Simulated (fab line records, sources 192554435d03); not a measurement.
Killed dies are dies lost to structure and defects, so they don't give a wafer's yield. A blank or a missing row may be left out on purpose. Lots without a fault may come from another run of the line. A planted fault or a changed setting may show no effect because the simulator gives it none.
A struck lot beside a sound one | flow n5_finfet | 45 steps out of a route of 1938
Sound: wafers L793.2, L793.5, L793.6. Struck: wafers L799.1, L799.3. (L799.6 of the same lot was not struck and is left out.) The cause comes at the end.
At each step with rows: each side's tool, then ch and its chambers, then its first start. Under that, the readings that differ: sound wafers | struck wafers | difference of the means | sigmas: that difference in standard deviations of wafers without a fault.
alike: readings whose means differ by less than 2 such deviations, and words and numbers that are the same on both sides. not compared: withheld readings, readings that some wafer has no value for, bounds like >300 that may hide the same value, and numbers for which the record gives no deviation and whose values overlap.
The two part at a step that has a row with sigmas, a row that says differs or no value, or rows on one side only. Numbers that don't overlap but have no deviation are shown without sigmas and don't part them. A reading that every wafer of one side lacks parts them only if that side has two wafers or more.

first, 11 steps without rows for these wafers: N5_BEOL_M2_DESCUM_33 (chemistry O2, time 7 s); N5_BEOL_M2_ETCH_77 (etches underlayer in N2/H2, target depth 6.5 nm, time 5.2 s); N5_BEOL_M2_ETCH_69 (etches SiARC in CF4, target depth 15.6 nm, time 26 s); N5_BEOL_M2_ALD_98 (deposits SiO2, target thk 2.5 nm, pulse time 1 s, co reactant pulse time 1 s); N5_BEOL_M2_ETCHBACK_99 (etches SiO2 in CHF3, target depth 5 nm, time 10.4 s); N5_BEOL_M2_ETCH_70 (etches SOC in N2/H2, target depth 80 nm, overetch 24 nm, time 130 s); N5_BEOL_M2_STRIP_71 (strips in N2/H2); N5_BEOL_M2_STRIP_78 (strips in N2/H2); N5_BEOL_M2_VIA_ETCH_34 (etches the open film in C4F6/O2, target depth 69.4 nm, time 65.9 s); N5_BEOL_M2_STRIP_83 (strips in C4F6/O2); N5_BEOL_M2_STRIP_36 (strips in N2/H2).
N5_BEOL_M2_TRENCH_ETCH_37: etches SiOC in C4F6/O2, target depth 55.555 nm, time 29.2 s.
  sound on rie_diel-02 ch 2,3, day 12 13:38; struck on rie_diel-02 ch 1,3, day 13 20:25
  reading                                    | sound             | struck      | difference | sigmas
  bias_w (W)                                 | 183.6 184.7 183.1 | 185.3 186.0 | +1.9       | +3
  oes_product_au (a.u.)                      | 0.88 0.85 0.89    | 0.53 0.58   | -0.32      | -4
  model.etch.depth_nm (nm)                   | 55.9 55.76 56.56  | 26.45 28.16 | -28.77     |
  model.BEOL_M2.feature_depth_nm (nm)        | 55.8 55.8 56.6    | 26.4 28.2   | -28.8      |
  model.TiN_of_BEOL_M2_HM_DEP_02.thk_nm (nm) | 17.8 17.8 17.8    | 18.8 18.6   | +0.9       |
  alike: drypump_motor_current_A, oes_ar_750_au, rf_vpp_V, showerhead_plenum_p_Torr, throttle_valve_pct
  not compared: rf_hours_counter_h
then, 2 steps without rows for these wafers: N5_BEOL_M2_ETCH_41 (etches SiCN in CH3F/O2, target depth 29.9 nm, time 52.5 s); N5_BEOL_M2_STRIP_97 (strips in N2/H2, time 10 s).
N5_BEOL_M2_OCD_MEAS_38:
  sound on ocd-01, day 12 13:47; struck on ocd-02, day 13 20:34
  reading              | sound          | struck    | difference | sigmas
  trench_depth_nm (nm) | 55.6 55.7 56.6 | 26.0 28.1 | -28.9      | -21
then, 25 steps without rows for these wafers: N5_BEOL_M2_HM_STRIP_39 (strips TiN in peroxide tin strip, target depth 25 nm, time 158 s); N5_BEOL_M2_SRD_40 (time 30 s); N5_BEOL_M2_PRECLEAN_42 (cleans in residue remover, time 60 s); N5_BEOL_M2_SRD_43 (time 30 s); N5_BEOL_M2_DEGAS_44 (time 60 s); N5_BEOL_M2_PRE_CLEAN_45 (time 30 s); N5_BEOL_M2_ALD_84 (deposits TaN, pulse time 2 s, purge time 3 s, co reactant purge time 2 s); N5_BEOL_M2_SURFACE_TREAT_85; N5_BEOL_M2_CVD_47 (deposits Co from CCTBA/H2, target thk 3 nm, time 223.8 s); N5_BEOL_M2_SPUTTER_48 (material Cu, target thk 4.5 nm, time 8.29 s); N5_BEOL_M2_ANNEAL_49 (time 240 s); N5_BEOL_M2_SPUTTER_79 (material Cu, target thk 4.5 nm, time 8.29 s); N5_BEOL_M2_ANNEAL_80 (time 240 s); N5_BEOL_M2_SPUTTER_81 (material Cu, target thk 4.5 nm, time 8.29 s); N5_BEOL_M2_ANNEAL_82 (time 240 s); N5_BEOL_M2_SPUTTER_86 (material Cu, target thk 4.5 nm, time 8.29 s); N5_BEOL_M2_ANNEAL_87 (time 240 s); N5_BEOL_M2_SPUTTER_88 (material Cu, target thk 4.5 nm, time 8.29 s); N5_BEOL_M2_ANNEAL_89 (time 240 s); N5_BEOL_M2_SPUTTER_90 (material Cu, target thk 4.5 nm, time 8.29 s); N5_BEOL_M2_ANNEAL_91 (time 240 s); N5_BEOL_M2_SPUTTER_92 (material Cu, target thk 4.5 nm, time 8.29 s); N5_BEOL_M2_ANNEAL_93 (time 240 s); N5_BEOL_M2_SPUTTER_94 (material Cu, target thk 4.5 nm, time 8.29 s); N5_BEOL_M2_ANNEAL_95 (time 240 s).
N5_BEOL_M2_CMP_52: polishes, stops on SiOC, t overpolish 6.8 s, target thk 40 nm.
  sound on cmp-01 ch 0,1,2, day 12 19:14; struck on cmp-01 ch 0,1, day 14 00:00
  reading                                | sound        | struck  | difference | sigmas
  model.Cu_of_BEOL_M2_ECD_50.thk_nm (nm) | 42 42.8 41.6 | 10.2 11 | -31.5      |
  alike: motor_current_A, slurry_filter_dp_kPa, slurry_flow_ml_min
N5_BEOL_M2_THK_MEAS_53: measures by xrf.
  sound on film_metro-02, day 12 19:25; struck on film_metro-02, day 14 00:17
  reading     | sound          | struck   | difference | sigmas
  M2_THK (nm) | 41.2 42.2 41.1 | 9.9 10.5 | -31.3      | -16
N5_BEOL_M2_RS_MEAS_58: measures by four-point-probe.
  sound on film_metro-01, day 12 19:41; struck on film_metro-02, day 14 00:33
  reading        | sound          | struck    | difference | sigmas
  M2_RS (ohm/sq) | 0.63 0.61 0.63 | 4.39 4.00 | +3.57      | +85
N5_BEOL_M4_RC_MEAS_101:
  the record has rows for the sound wafers here (prober-01 ch 0, day 16 22:52) and none for the struck ones
-- the record jumps here: 9 days lie between the struck wafers' starts before and after (it left off in module BEOL_M4 and takes up again in module PASSIVATION, whose first step shown is number 1936 of the route) --
N5_PASSIVATION_PROBE_49:
  the record has rows for the struck wafers here (prober-02, day 23 09:11) and none for the sound ones

WHERE THEY PART
First at N5_BEOL_M2_TRENCH_ETCH_37; last, within this record, at N5_PASSIVATION_PROBE_49.

WHY: what the simulator had put in
Process parameter drift: rie_diel-02, from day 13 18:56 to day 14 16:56, at N5_BEOL_M2_TRENCH_ETCH_37. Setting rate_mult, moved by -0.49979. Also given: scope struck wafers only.
